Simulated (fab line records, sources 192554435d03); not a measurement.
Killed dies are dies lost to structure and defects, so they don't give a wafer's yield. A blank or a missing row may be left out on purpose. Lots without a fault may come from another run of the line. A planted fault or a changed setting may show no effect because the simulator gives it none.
fab line records | flow n5_finfet
record lots=5 wafers=15 last_day=15
route steps=1938 shown BEOL_M2@884
lots that met no fault: from a run of the same line without faults
start_h: hours from the record's first day to the start of the lot's first wafer shown | wait_h: hours since the lot's step before | " the same as in the row above | L1.1+2: a row that stands for several wafers | - no value, or no start given | * or withheld: withheld | < > ~ a bound
route shown NAME@n: a module of which the file shows steps, and the number in the route of the first | usual: mean/standard deviation of fault-free wafers | same: alike in all rows | chamber/n: place in a boat | sites: the reading at each site | _std_site: their standard deviation | _edge_site: outer sites' mean less inner sites' | radius_mm: how far each site lies from the wafer's centre | mask NAME#n: copy n | behind: the tool/chamber that last shaped the wafer | hold: why the lot was held/for how many hours/how that ended | device: the transistor (n, p or np) that didn't switch | end of line: the same wafers' tests at the end of the route | a step without rows: its recipe alone | killed: dies lost to structure and defects at the first sort, not the wafer's yield | map: a wafer's dies, x killed, . not, _ none there
set.NAME: the setting as run; set.NAME@STEP: as run at that earlier step | model.NAME: the simulator's own value behind a step, which no gauge read
lots at some steps of the route; a table a step, a row a wafer
services: from which hour (start_h, from the record's first day; less than 0 if before it) a tool's chamber was out of use, for how many hours, and why
## steps
# step N5_BEOL_M2_ETCH_70
# recipe chemistry=N2/H2 target=SOC target_depth_a=800 overetch_a=240 mask_material=SiARC temp_c=40 time_s=130 ion_energy_ev=200 pressure_mtorr=30 source_w=840 bias_w=150 n2_flow_sccm=200 h2_flow_sccm=200
# usual drypump_motor_current_A=5.64/0.29 oes_product_au=0.54/0.046 rf_vpp_V=524.0/2.5 showerhead_plenum_p_Torr=2.55/0.086 throttle_valve_pct=17.93/0.23
# columns lot.wafer tool chamber start_h wait_h drypump_motor_current_A oes_product_au rf_hours_counter_h rf_vpp_V showerhead_plenum_p_Torr throttle_valve_pct
L077.4 rie_diel-02 2 160.81 0.0 5.40 0.53 - 523.2 2.52 17.80
L077.5 " 3 " " 5.59 0.54 - 523.6 2.51 18.21
L077.6 " 1 " " 5.88 0.53 - 525.9 2.63 18.11
L079.2 rie_diel-02 0 169.98 0.0 5.58 0.52 213 523.6 2.51 17.66
L079.3 " 1 " " 5.86 0.53 210 526.5 2.62 18.13
L079.6 " 2 " " 5.40 0.53 - 521.8 2.52 17.79
L081.2 rie_diel-03 1 188.30 0.0 5.27 0.51 191 527.2 2.63 17.85
L081.4 " 3 " " 5.92 0.62 55 529.5 2.69 17.74
L081.5 " 0 " " 5.55 0.56 - 521.1 2.45 18.08
L084.1 rie_diel-03 2 201.11 0.0 6.09 0.52 229 522.6 2.51 17.81
L084.4 " 3 " " 5.94 0.63 59 527.0 2.69 17.76
L084.5 " 2 " " 6.11 0.52 - 524.4 2.51 17.81
L087.1 rie_diel-02 2 220.60 0.0 5.41 0.52 241 522.5 2.51 17.82
L087.2 " 3 " " 5.57 0.53 222 522.6 2.50 18.24
L087.6 " 2 " " 5.46 0.51 - 522.3 2.51 17.83
# step N5_BEOL_M2_STRIP_71
# recipe chemistry=N2/H2 temp_c=40 n2_flow_sccm=200 h2_flow_sccm=200 rf_frequency_hz=6e+07
# columns lot.wafer tool chamber start_h wait_h
L077.4+5+6 rie_diel-02 2,3,1 160.86 0.0
L079.2+3+6 rie_diel-02 0,1,2 170.07 0.0
L081.2+4+5 rie_diel-03 1,3,0 188.38 0.0
L084.1+4+5 rie_diel-03 2,3,2 201.20 0.0
L087.1+2+6 rie_diel-02 2,3,2 220.68 0.0
# step N5_BEOL_M2_STRIP_78
# recipe chemistry=N2/H2 temp_c=40 n2_flow_sccm=200 h2_flow_sccm=200 rf_frequency_hz=6e+07
# columns lot.wafer tool chamber start_h wait_h
L077.4+5+6 rie_diel-02 2,3,1 160.87 0.0
L079.2+3+6 rie_diel-02 0,1,2 170.08 0.0
L081.2+4+5 rie_diel-03 1,3,0 188.39 0.0
L084.1+4+5 rie_diel-03 2,3,2 201.21 0.0
L087.1+2+6 rie_diel-02 2,3,2 220.69 0.0
# step N5_BEOL_M2_VIA_ETCH_34
# recipe chemistry=C4F6/O2 target_depth_a=694 mask_material=SOC pressure_mtorr=15 ion_energy_ev=250 taper_deg=4 time_s=65.9 source_w=350 bias_w=170 Ar_flow_sccm=300 C4F6_flow_sccm=10 O2_flow_sccm=10
# usual drypump_motor_current_A=5.64/0.29 oes_product_au=0.74/0.065 rf_vpp_V=664/13 showerhead_plenum_p_Torr=2.84/0.09 throttle_valve_pct=30.73/0.28
# columns lot.wafer tool chamber start_h wait_h drypump_motor_current_A oes_product_au rf_hours_counter_h rf_vpp_V showerhead_plenum_p_Torr throttle_valve_pct
L077.4 rie_diel-02 2 160.90 0.0 5.38 0.73 - 668 2.81 30.57
L077.5 " 3 " " 5.56 0.74 - 661 2.81 31.07
L077.6 " 1 " " 5.84 0.73 - 676 2.92 30.82
L079.2 rie_diel-02 0 170.09 0.0 5.62 0.69 213 667 2.81 30.45
L079.3 " 1 " " 5.88 0.72 210 676 2.91 30.83
L079.6 " 2 " " 5.41 0.72 - 670 2.81 30.56
L081.2 rie_diel-03 1 188.40 0.0 5.29 0.70 191 644 2.92 30.66
L081.4 " 3 " " 5.91 0.85 55 671 2.98 30.40
L081.5 " 0 " " 5.58 0.76 - 659 2.73 30.76
L084.1 rie_diel-03 2 201.22 0.0 6.08 0.70 229 652 2.81 30.54
L084.4 " 3 " " 5.91 0.85 59 672 2.98 30.40
L084.5 " 2 " " 6.06 0.69 - 651 2.81 30.55
L087.1 rie_diel-02 2 220.70 0.0 5.34 0.70 241 668 2.80 30.58
L087.2 " 3 " " 5.57 0.72 222 661 2.81 31.09
L087.6 " 2 " " 5.35 0.71 - 667 2.80 30.57
# step N5_BEOL_M2_STRIP_83
# recipe chemistry=C4F6/O2 resist=SiARC rf_frequency_hz=6e+07
# columns lot.wafer tool chamber start_h wait_h
L077.4+5+6 rie_diel-02 2,3,1 160.93 0.0
L079.2+3+6 rie_diel-02 0,1,2 170.14 0.0
L081.2+4+5 rie_diel-03 1,3,0 188.45 0.0
L084.1+4+5 rie_diel-03 2,3,2 201.27 0.0
L087.1+2+6 rie_diel-02 2,3,2 220.75 0.0
# step N5_BEOL_M2_STRIP_36
# recipe chemistry=N2/H2 power_w=450 temp_c=40 pressure_mtorr=20 rf_frequency_hz=6e+07 overash_fraction=0.3 bias_power_w=7 h2_frac=0.5 n2_flow_sccm=200 h2_flow_sccm=200
# usual bias_power_w=7.001/0.023 drypump_motor_current_A=5.64/0.29 oes_product_au=0.74/0.067 rf_vpp_V=59.2/1.4 showerhead_plenum_p_Torr=2.54/0.086 throttle_valve_pct=23.76/0.28
# columns lot.wafer tool chamber start_h wait_h bias_power_w drypump_motor_current_A oes_product_au rf_hours_counter_h rf_vpp_V showerhead_plenum_p_Torr throttle_valve_pct
L077.4 rie_diel-02 2 160.95 0.0 6.988 5.39 0.72 - 60.2 2.52 23.53
L077.5 " 3 " " 7.015 5.57 0.72 - 60.0 2.51 23.97
L077.6 " 1 " " 7.002 5.88 0.72 - 59.5 2.62 24.06
L079.2 rie_diel-02 0 170.15 0.0 7.009 5.58 0.70 213 60.4 2.50 23.28
L079.3 " 1 " " 6.960 5.90 0.72 210 60.8 2.62 24.03
L079.6 " 2 " " 6.987 5.42 0.72 - 58.0 2.51 23.53
L081.2 rie_diel-03 1 188.46 0.0 7.005 5.33 0.71 191 59.3 2.63 23.72
L081.4 " 3 " " 6.990 5.91 0.87 55 59.2 2.69 23.63
L081.5 " 0 " " 6.994 5.57 0.77 - 57.3 2.45 24.08
L084.1 rie_diel-03 2 201.28 0.0 7.030 6.08 0.69 229 56.3 2.51 23.73
L084.4 " 3 " " 7.003 5.91 0.87 59 59.8 2.69 23.64
L084.5 " 2 " " 7.017 6.09 0.70 - 58.8 2.51 23.71
L087.1 rie_diel-02 2 220.76 0.0 6.988 5.42 0.71 241 60.8 2.51 23.58
L087.2 " 3 " " 7.041 5.58 0.73 222 57.7 2.50 24.00
L087.6 " 2 " " 7.021 5.41 0.70 - 57.5 2.51 23.56
# step N5_BEOL_M2_TRENCH_ETCH_37
# recipe chemistry=C4F6/O2 target_depth_a=555.55 target=SiOC time_s=29.2 ion_energy_ev=250 pressure_mtorr=30 source_w=355 bias_w=185 Ar_flow_sccm=300 C4F6_flow_sccm=10 O2_flow_sccm=10
# usual drypump_motor_current_A=5.64/0.29 oes_product_au=0.74/0.065 rf_vpp_V=664/13 showerhead_plenum_p_Torr=2.85/0.09 throttle_valve_pct=20.91/0.24
# columns lot.wafer tool chamber start_h wait_h drypump_motor_current_A oes_product_au rf_hours_counter_h rf_vpp_V showerhead_plenum_p_Torr throttle_valve_pct
L077.4 rie_diel-02 2 - - 5.35 0.71 - 667 2.81 20.79
L077.5 " 3 " " 5.56 0.74 - 661 2.82 21.31
L077.6 " 1 " " 5.87 0.72 - 675 2.92 20.99
L079.2 rie_diel-02 0 - - 5.58 0.69 213 668 2.82 20.74
L079.3 " 1 " " 5.88 0.72 210 676 2.92 21.00
L079.6 " 2 " " 5.40 0.72 - 666 2.81 20.79
L081.2 rie_diel-03 1 - - 5.29 0.71 191 643 2.93 20.81
L081.4 " 3 " " 5.91 0.85 55 670 2.98 20.62
L081.5 " 0 " " 5.57 0.77 - 659 2.73 20.89
L084.1 rie_diel-03 2 - - 6.13 0.69 229 651 2.82 20.75
L084.4 " 3 " " 5.94 0.85 59 672 2.98 20.63
L084.5 " 2 " " 6.09 0.70 - 652 2.82 20.75
L087.1 rie_diel-02 2 - - 5.39 0.71 241 667 2.80 20.82
L087.2 " 3 " " 5.57 0.72 222 658 2.81 21.34
L087.6 " 2 " " 5.34 0.70 - 666 2.80 20.81
# step N5_BEOL_M2_ETCH_41
# recipe chemistry=CH3F/O2 target=SiCN target_depth_a=299 taper_deg=2 time_s=52.5 ion_energy_ev=120 mask_material=TiN pressure_mtorr=30 source_w=395 bias_w=75 Ar_flow_sccm=150 CH3F_flow_sccm=30 O2_flow_sccm=20
# usual drypump_motor_current_A=5.64/0.29 oes_product_au=0.73/0.064 rf_vpp_V=297.3/1.6 showerhead_plenum_p_Torr=2.00/0.066 throttle_valve_pct=16.40/0.23
# columns lot.wafer tool chamber start_h wait_h drypump_motor_current_A oes_product_au rf_hours_counter_h rf_vpp_V showerhead_plenum_p_Torr throttle_valve_pct
L077.4 rie_diel-02 2 - - 5.35 0.72 - 296.6 1.98 16.32
L077.5 " 3 " " 5.55 0.73 - 298.6 1.98 16.77
L077.6 " 1 " " 5.86 0.73 - 298.7 2.06 16.53
L079.2 rie_diel-02 0 - - 5.61 0.68 213 298.3 1.98 16.30
L079.3 " 1 " " 5.89 0.72 210 298.8 2.06 16.54
L079.6 " 2 " " 5.41 0.72 - 298.0 1.98 16.32
L081.2 rie_diel-03 1 - - 5.33 0.70 191 300.8 2.06 16.32
L081.4 " 3 " " 5.92 0.84 55 300.0 2.10 16.10
L081.5 " 0 " " 5.56 0.77 - 294.6 1.91 16.35
L084.1 rie_diel-03 2 - - 6.08 0.69 229 297.3 1.98 16.25
L084.4 " 3 " " 5.93 0.85 59 299.0 2.10 16.11
L084.5 " 2 " " 6.08 0.69 - 295.2 1.98 16.26
L087.1 rie_diel-02 2 - - 5.37 0.70 241 296.6 1.97 16.36
L087.2 " 3 " " 5.56 0.72 222 296.7 1.97 16.81
L087.6 " 2 " " 5.41 0.70 - 296.8 1.97 16.35
# step N5_BEOL_M2_STRIP_97
# recipe chemistry=N2/H2 time_s=10 power_w=450 temp_c=40 pressure_mtorr=20 rf_frequency_hz=6e+07 bias_power_w=7 n2_flow_sccm=200 h2_flow_sccm=200
# usual bias_power_w=6.999/0.021 drypump_motor_current_A=5.65/0.29 oes_product_au=0.74/0.067 rf_vpp_V=59.1/0.83 showerhead_plenum_p_Torr=2.54/0.086 throttle_valve_pct=23.75/0.28
# columns lot.wafer tool chamber start_h wait_h bias_power_w drypump_motor_current_A oes_product_au rf_hours_counter_h rf_vpp_V showerhead_plenum_p_Torr throttle_valve_pct
L077.4 rie_diel-02 2 - - 7.020 5.36 0.73 - 59.4 2.52 23.53
L077.5 " 3 " " 6.982 5.60 0.73 - 58.0 2.51 23.95
L077.6 " 1 " " 6.970 5.88 0.72 - 60.4 2.62 24.02
L079.2 rie_diel-02 0 - - 6.985 5.60 0.69 213 57.6 2.50 23.29
L079.3 " 1 " " 7.011 5.89 0.71 210 58.4 2.62 24.04
L079.6 " 2 " " 7.005 5.40 0.72 - 58.7 2.51 23.52
L081.2 rie_diel-03 1 - - 7.013 5.34 0.70 191 59.0 2.63 23.72
L081.4 " 3 " " 6.973 5.92 0.86 55 59.9 2.69 23.64
L081.5 " 0 " " 7.011 5.56 0.78 - 58.8 2.45 24.05
L084.1 rie_diel-03 2 - - 6.982 6.11 0.70 229 60.0 2.51 23.70
L084.4 " 3 " " 6.973 5.93 0.86 59 58.7 2.69 23.64
L084.5 " 2 " " 6.987 6.15 0.69 - 59.5 2.51 23.71
L087.1 rie_diel-02 2 - - 6.991 5.39 0.71 241 59.1 2.51 23.58
L087.2 " 3 " " 7.004 5.58 0.72 222 58.2 2.50 23.99
L087.6 " 2 " " 7.014 5.42 0.71 - 58.6 2.51 23.55
# step N5_BEOL_M2_OCD_MEAS_38
# usual trench_depth_nm=55.2/0.93
# columns lot.wafer tool chamber start_h wait_h trench_depth_nm
L077.4 ocd-02 - 161.13 - 55.7
L077.5 " - " " 55.7
L077.6 " - " " 55.0
L079.2 ocd-02 - 170.35 - 53.9
L079.3 " - " " 54.4
L079.6 " - " " 56.2
L081.2 ocd-02 - 188.66 - 55.2
L081.4 " - " " 54.3
L081.5 " - " " 55.6
L084.1 ocd-01 - 201.47 - 54.1
L084.4 " - " " 54.5
L084.5 " - " " 54.6
L087.1 ocd-02 - 220.96 - 56.1
L087.2 " - " " 54.7
L087.6 " - " " 56.1
# step N5_BEOL_M2_HM_STRIP_39
# recipe chemistry=peroxide_tin_strip material=TiN target_depth_a=250 temp_c=50 time_s=158
# columns lot.wafer tool chamber start_h wait_h
L077.4+5+6 wet_bench-06 3,2,0 161.27 0.1
L079.2+3+6 wet_bench-05 7,6,2 170.38 0.0
L081.2+4+5 wet_bench-01 2,1,5 188.69 0.0
L084.1+4+5 wet_bench-01 2,4,6 201.50 0.0
L087.1+2+6 wet_bench-01 6,3,5 220.99 0.0
# step N5_BEOL_M2_SRD_40
# recipe time_s=30 temp_c=23 rinse_liquid=diw dry=ipa_marangoni
# columns lot.wafer tool chamber start_h wait_h
L077.4+5+6 wet_bench-06 3,2,0 161.32 0.0
L079.2+3+6 wet_bench-05 7,6,2 170.42 0.0
L081.2+4+5 wet_bench-01 2,1,5 188.74 0.0
L084.1+4+5 wet_bench-01 2,4,6 201.55 0.0
L087.1+2+6 wet_bench-01 6,3,5 221.04 0.0
# step N5_BEOL_M2_PRECLEAN_42
# recipe chemistry=residue_remover time_s=60 temp_c=40
# columns lot.wafer tool chamber start_h wait_h
L077.4+5+6 wet_bench-06 3,2,0 161.33 0.0
L079.2+3+6 wet_bench-05 7,6,2 170.44 0.0
L081.2+4+5 wet_bench-01 2,1,5 188.75 0.0
L084.1+4+5 wet_bench-01 2,4,6 201.57 0.0
L087.1+2+6 wet_bench-01 6,3,5 221.05 0.0
# step N5_BEOL_M2_SRD_43
# recipe time_s=30 temp_c=23 rinse_liquid=diw dry=ipa_marangoni
# columns lot.wafer tool chamber start_h wait_h
L077.4+5+6 wet_bench-06 3,2,0 161.35 0.0
L079.2+3+6 wet_bench-05 7,6,2 170.46 0.0
L081.2+4+5 wet_bench-01 2,1,5 188.77 0.0
L084.1+4+5 wet_bench-01 2,4,6 201.58 0.0
L087.1+2+6 wet_bench-01 6,3,5 221.07 0.0
# step N5_BEOL_M2_CD_MEAS_35
# recipe target_cd_nm=18 target_cd_y_nm=22.2 polarity=opening
# usual cd_nm=18.1/0.34
# columns lot.wafer tool chamber start_h wait_h cd_nm
L077.4 cd_sem-03 - 161.40 0.0 18.4
L077.5 " - " " 19.0
L077.6 " - " " 18.4
L079.2 cd_sem-02 - 170.50 0.0 18.4
L079.3 " - " " 18.6
L079.6 " - " " 18.0
L081.2 cd_sem-03 - 188.81 0.0 18.1
L081.4 " - " " 18.2
L081.5 " - " " 17.9
L084.1 cd_sem-02 - 201.62 0.0 18.7
L084.4 " - " " 17.9
L084.5 " - " " 18.3
L087.1 cd_sem-01 - 221.11 0.0 17.8
L087.2 " - " " 18.1
L087.6 " - " " 17.9
# step N5_BEOL_M2_DEGAS_44
# recipe ambient=vacuum temp_c=250 time_s=60
# usual heater_power_w=323/37
# columns lot.wafer tool chamber start_h wait_h heater_power_w
L077.4 pvd_sputter-03 - 161.84 0.4 270
L077.5 " - " " 280
L077.6 " - " " 378
L079.2 pvd_sputter-01 - 170.91 0.4 334
L079.3 " - " " 313
L079.6 " - " " 317
L081.2 pvd_sputter-02 - 189.01 0.2 381
L081.4 " - " " 272
L081.5 " - " " 288
L084.1 pvd_sputter-02 - 202.05 0.4 382
L084.4 " - " " 362
L084.5 " - " " 286
L087.1 pvd_sputter-03 - 221.45 0.3 345
L087.2 " - " " 271
L087.6 " - " " 389
# step N5_BEOL_M2_PRE_CLEAN_45
# recipe gas=H2/He time_s=30 temp_c=250
# usual heater_power_w=323/37
# columns lot.wafer tool chamber start_h wait_h heater_power_w
L077.4 pvd_sputter-03 - 161.88 0.0 284
L077.5 " - " " 273
L077.6 " - " " 388
L079.2 pvd_sputter-01 - 170.95 0.0 343
L079.3 " - " " 324
L079.6 " - " " 317
L081.2 pvd_sputter-02 - 189.05 0.0 377
L081.4 " - " " 274
L081.5 " - " " 294
L084.1 pvd_sputter-02 - 202.09 0.0 379
L084.4 " - " " 342
L084.5 " - " " 290
L087.1 pvd_sputter-03 - 221.49 0.0 338
L087.2 " - " " 269
L087.6 " - " " 378
# step N5_BEOL_M2_ALD_84
# recipe material=TaN target_thk_a=* temp_c=275 ald_precursor_family=PDMAT ald_co_reactant=NH3 pressure_torr=3 carrier_flow_sccm=1500 pulse_time_s=2 purge_time_s=3 co_reactant_purge_time_s=2 co_reactant_pulse_time_s=3 ald_cycles=30 precursor_vessel_temp_c=75 precursor_vessel_pressure_torr=26.25 precursor_vessel_carrier_sccm=1000
# usual heater_power_outer_w=218/25 heater_power_w=409/44
# columns lot.wafer tool chamber start_h wait_h heater_power_outer_w heater_power_w
L077.4 ald_metal-04 0 162.16 0.3 251 487
L077.5 " 1 " " 244 427
L077.6 " 2 " " 201 397
L079.2 ald_metal-04 0 171.11 0.1 249 490
L079.3 " 3 " " 220 388
L079.6 " 2 " " 197 391
L081.2 ald_metal-04 2 189.13 0.1 200 386
L081.4 " 3 " " 221 388
L081.5 " 0 " " 250 487
L084.1 ald_metal-01 3 202.20 0.1 196 379
L084.4 " 2 " " 230 438
L084.5 " 0 " " 275 452
L087.1 ald_metal-03 1 221.67 0.2 205 410
L087.2 " 2 " " 180 306
L087.6 " 1 " " 200 412
# step N5_BEOL_M2_SURFACE_TREAT_85
# recipe gas=Ar time_s=* ion_energy_ev=* ion_current_ma_cm2=0.5 pressure_mtorr=* ar_flow_sccm=30
# usual pressure_mtorr=* throttle_valve_pct=*
# columns lot.wafer tool chamber start_h wait_h pressure_mtorr throttle_valve_pct
L077.4 pvd_sputter-02 - 162.60 0.3 * *
L077.5 " - " " * *
L077.6 " - " " * *
L079.2 pvd_sputter-01 - 171.65 0.4 * *
L079.3 " - " " * *
L079.6 " - " " * *
L081.2 pvd_sputter-02 - 189.67 0.4 * *
L081.4 " - " " * *
L081.5 " - " " * *
L084.1 pvd_sputter-02 - 202.57 0.3 * *
L084.4 " - " " * *
L084.5 " - " " * *
L087.1 pvd_sputter-03 - 221.92 0.1 * *
L087.2 " - " " * *
L087.6 " - " " * *
# step N5_BEOL_M2_CVD_47
# recipe material=Co target_thk_a=30 temp_c=withheld precursor=CCTBA/H2 pressure_torr=30 time_s=223.8
# columns lot.wafer tool chamber start_h wait_h
L077.4+5+6 cvd_co-02 1,2,0 162.73 0.1
L079.2+3+6 cvd_co-02 2,1,1 172.29 0.6
L081.2+4+5 cvd_co-02 0,0,2 189.78 0.1
L084.1+4+5 cvd_co-02 0,1,0 202.65 0.1
L087.1+2+6 cvd_co-01 2,1,1 222.04 0.1
# step N5_BEOL_M2_SPUTTER_48
# recipe material=Cu target_thk_a=45 temp_c=-20 chamber_pressure_pa=0.07 power_w=withheld time_s=8.29
# usual throttle_valve_pct=30.1/0.65
# columns lot.wafer tool chamber start_h wait_h throttle_valve_pct
L077.4 pvd_sputter-02 - 163.04 0.2 30.6
L077.5 " - " " 29.2
L077.6 " - " " 30.9
L079.2 pvd_sputter-01 - 172.45 0.1 30.6
L079.3 " - " " 30.5
L079.6 " - " " 30.4
L081.2 pvd_sputter-02 - 190.01 0.2 30.1
L081.4 " - " " 30.9
L081.5 " - " " 30.1
L084.1 pvd_sputter-01 - 202.86 0.1 30.0
L084.4 " - " " 30.7
L084.5 " - " " 30.1
L087.1 pvd_sputter-01 - 223.56 1.5 30.0
L087.2 " - " " 30.6
L087.6 " - " " 30.6
# step N5_BEOL_M2_ANNEAL_49
# recipe temp_c=400 time_s=240 ambient=vacuum
# usual heater_power_w=803/97
# columns lot.wafer tool chamber start_h wait_h heater_power_w
L077.4 pvd_sputter-02 - 163.12 0.0 709
L077.5 " - " " 936
L077.6 " - " " 726
L079.2 pvd_sputter-01 - 172.53 0.0 791
L079.3 " - " " 808
L079.6 " - " " 809
L081.2 pvd_sputter-02 - 190.09 0.0 654
L081.4 " - " " 717
L081.5 " - " " 651
L084.1 pvd_sputter-01 - 202.94 0.0 841
L084.4 " - " " 801
L084.5 " - " " 865
L087.1 pvd_sputter-01 - 223.64 0.0 843
L087.2 " - " " 816
L087.6 " - " " 829
# step N5_BEOL_M2_SPUTTER_79
# recipe material=Cu target_thk_a=45 temp_c=-20 chamber_pressure_pa=0.07 power_w=withheld time_s=8.29
# usual throttle_valve_pct=30.1/0.64
# columns lot.wafer tool chamber start_h wait_h throttle_valve_pct
L077.4 pvd_sputter-02 - 163.26 0.1 30.8
L077.5 " - " " 29.2
L077.6 " - " " 31.1
L079.2 pvd_sputter-01 - 172.67 0.1 30.5
L079.3 " - " " 30.7
L079.6 " - " " 30.8
L081.2 pvd_sputter-02 - 190.23 0.1 29.9
L081.4 " - " " 31.0
L081.5 " - " " 30.2
L084.1 pvd_sputter-01 - 203.08 0.1 29.7
L084.4 " - " " 30.6
L084.5 " - " " 29.9
L087.1 pvd_sputter-01 - 223.78 0.1 30.1
L087.2 " - " " 30.4
L087.6 " - " " 30.7
# step N5_BEOL_M2_ANNEAL_80
# recipe temp_c=400 time_s=240 ambient=vacuum
# usual heater_power_w=805/98
# columns lot.wafer tool chamber start_h wait_h heater_power_w
L077.4 pvd_sputter-02 - 163.34 0.0 716
L077.5 " - " " 924
L077.6 " - " " 713
L079.2 pvd_sputter-01 - 172.75 0.0 826
L079.3 " - " " 830
L079.6 " - " " 798
L081.2 pvd_sputter-02 - 190.31 0.0 678
L081.4 " - " " 705
L081.5 " - " " 647
L084.1 pvd_sputter-01 - 203.16 0.0 862
L084.4 " - " " 777
L084.5 " - " " 870
L087.1 pvd_sputter-01 - 223.86 0.0 845
L087.2 " - " " 811
L087.6 " - " " 821
# step N5_BEOL_M2_SPUTTER_81
# recipe material=Cu target_thk_a=45 temp_c=-20 chamber_pressure_pa=0.07 power_w=withheld time_s=8.29
# usual throttle_valve_pct=30.1/0.65
# columns lot.wafer tool chamber start_h wait_h throttle_valve_pct
L077.4 pvd_sputter-02 - 163.48 0.1 30.7
L077.5 " - " " 29.1
L077.6 " - " " 30.8
L079.2 pvd_sputter-01 - 172.89 0.1 30.4
L079.3 " - " " 30.8
L079.6 " - " " 30.7
L081.2 pvd_sputter-02 - 190.45 0.1 30.3
L081.4 " - " " 30.8
L081.5 " - " " 30.1
L084.1 pvd_sputter-01 - 203.30 0.1 29.4
L084.4 " - " " 30.6
L084.5 " - " " 29.8
L087.1 pvd_sputter-01 - 224.00 0.1 30.0
L087.2 " - " " 30.3
L087.6 " - " " 30.8
# step N5_BEOL_M2_ANNEAL_82
# recipe temp_c=400 time_s=240 ambient=vacuum
# usual heater_power_w=804/97
# columns lot.wafer tool chamber start_h wait_h heater_power_w
L077.4 pvd_sputter-02 - 163.56 0.0 737
L077.5 " - " " 940
L077.6 " - " " 724
L079.2 pvd_sputter-01 - 172.97 0.0 808
L079.3 " - " " 802
L079.6 " - " " 785
L081.2 pvd_sputter-02 - 190.53 0.0 672
L081.4 " - " " 695
L081.5 " - " " 670
L084.1 pvd_sputter-01 - 203.38 0.0 867
L084.4 " - " " 793
L084.5 " - " " 857
L087.1 pvd_sputter-01 - 224.08 0.0 853
L087.2 " - " " 801
L087.6 " - " " 779
# step N5_BEOL_M2_SPUTTER_86
# recipe material=Cu target_thk_a=45 temp_c=-20 chamber_pressure_pa=0.07 power_w=withheld time_s=8.29
# usual throttle_valve_pct=30.1/0.66
# columns lot.wafer tool chamber start_h wait_h throttle_valve_pct
L077.4 pvd_sputter-02 - 163.70 0.1 30.9
L077.5 " - " " 29.2
L077.6 " - " " 30.9
L079.2 pvd_sputter-01 - 173.11 0.1 30.9
L079.3 " - " " 30.7
L079.6 " - " " 30.8
L081.2 pvd_sputter-02 - 190.67 0.1 30.1
L081.4 " - " " 31.2
L081.5 " - " " 30.0
L084.1 pvd_sputter-01 - 203.52 0.1 30.1
L084.4 " - " " 30.3
L084.5 " - " " 30.1
L087.1 pvd_sputter-01 - 224.22 0.1 30.1
L087.2 " - " " 30.2
L087.6 " - " " 30.7
# step N5_BEOL_M2_ANNEAL_87
# recipe temp_c=400 time_s=240 ambient=vacuum
# usual heater_power_w=806/98
# columns lot.wafer tool chamber start_h wait_h heater_power_w
L077.4 pvd_sputter-02 - 163.78 0.0 721
L077.5 " - " " 933
L077.6 " - " " 724
L079.2 pvd_sputter-01 - 173.19 0.0 834
L079.3 " - " " 817
L079.6 " - " " 810
L081.2 pvd_sputter-02 - 190.75 0.0 671
L081.4 " - " " 709
L081.5 " - " " 681
L084.1 pvd_sputter-01 - 203.60 0.0 857
L084.4 " - " " 793
L084.5 " - " " 855
L087.1 pvd_sputter-01 - 224.30 0.0 876
L087.2 " - " " 803
L087.6 " - " " 817
# step N5_BEOL_M2_SPUTTER_88
# recipe material=Cu target_thk_a=45 temp_c=-20 chamber_pressure_pa=0.07 power_w=withheld time_s=8.29
# usual throttle_valve_pct=30.1/0.63
# columns lot.wafer tool chamber start_h wait_h throttle_valve_pct
L077.4 pvd_sputter-02 - 163.92 0.1 30.7
L077.5 " - " " 29.6
L077.6 " - " " 30.8
L079.2 pvd_sputter-01 - 173.33 0.1 30.6
L079.3 " - " " 30.8
L079.6 " - " " 30.7
L081.2 pvd_sputter-02 - 190.89 0.1 30.3
L081.4 " - " " 31.1
L081.5 " - " " 30.0
L084.1 pvd_sputter-01 - 203.74 0.1 29.9
L084.4 " - " " 30.6
L084.5 " - " " 30.0
L087.1 pvd_sputter-01 - 224.44 0.1 30.3
L087.2 " - " " 30.4
L087.6 " - " " 30.6
# step N5_BEOL_M2_ANNEAL_89
# recipe temp_c=400 time_s=240 ambient=vacuum
# usual heater_power_w=804/96
# columns lot.wafer tool chamber start_h wait_h heater_power_w
L077.4 pvd_sputter-02 - 164.00 0.0 725
L077.5 " - " " 941
L077.6 " - " " 706
L079.2 pvd_sputter-01 - 173.41 0.0 788
L079.3 " - " " 786
L079.6 " - " " 816
L081.2 pvd_sputter-02 - 190.97 0.0 676
L081.4 " - " " 719
L081.5 " - " " 675
L084.1 pvd_sputter-01 - 203.82 0.0 886
L084.4 " - " " 807
L084.5 " - " " 873
L087.1 pvd_sputter-01 - 224.52 0.0 844
L087.2 " - " " 819
L087.6 " - " " 802
# step N5_BEOL_M2_SPUTTER_90
# recipe material=Cu target_thk_a=45 temp_c=-20 chamber_pressure_pa=0.07 power_w=withheld time_s=8.29
# usual throttle_valve_pct=30.1/0.64
# columns lot.wafer tool chamber start_h wait_h throttle_valve_pct
L077.4 pvd_sputter-02 - 164.14 0.1 31.0
L077.5 " - " " 29.3
L077.6 " - " " 31.0
L079.2 pvd_sputter-01 - 173.55 0.1 30.7
L079.3 " - " " 30.3
L079.6 " - " " 30.7
L081.2 pvd_sputter-02 - 191.11 0.1 30.3
L081.4 " - " " 31.0
L081.5 " - " " 30.3
L084.1 pvd_sputter-01 - 203.96 0.1 30.3
L084.4 " - " " 30.5
L084.5 " - " " 30.0
L087.1 pvd_sputter-01 - 224.66 0.1 30.2
L087.2 " - " " 30.3
L087.6 " - " " 30.7
# step N5_BEOL_M2_ANNEAL_91
# recipe temp_c=400 time_s=240 ambient=vacuum
# usual heater_power_w=804/95
# columns lot.wafer tool chamber start_h wait_h heater_power_w
L077.4 pvd_sputter-02 - 164.22 0.0 722
L077.5 " - " " 942
L077.6 " - " " 737
L079.2 pvd_sputter-01 - 173.63 0.0 808
L079.3 " - " " 808
L079.6 " - " " 800
L081.2 pvd_sputter-02 - 191.19 0.0 662
L081.4 " - " " 728
L081.5 " - " " 674
L084.1 pvd_sputter-01 - 204.04 0.0 852
L084.4 " - " " 799
L084.5 " - " " 836
L087.1 pvd_sputter-01 - 224.74 0.0 863
L087.2 " - " " 789
L087.6 " - " " 821
## services
# columns tool chamber start_h hours kind
rie_diel-02 1 146.47 3.9 repair
ald_metal-04 1 148.48 2.5 repair
cvd_co-02 - 150.86 0.7 repair
pvd_sputter-01 - 151.43 3.4 repair
ald_metal-01 0 152.00 28.8 repair
rie_diel-02 3 185.18 6.4 repair
ald_metal-01 - 190.92 8.7 pm
cvd_co-01 1 199.28 - clean
cvd_co-01 1 199.28 22.0 scheduled_down
cvd_co-01 1 199.28 22.0 vent_cycle
ald_metal-01 - 202.60 1.7 repair
ald_metal-01 2 210.73 4.0 repair
## key
fault none
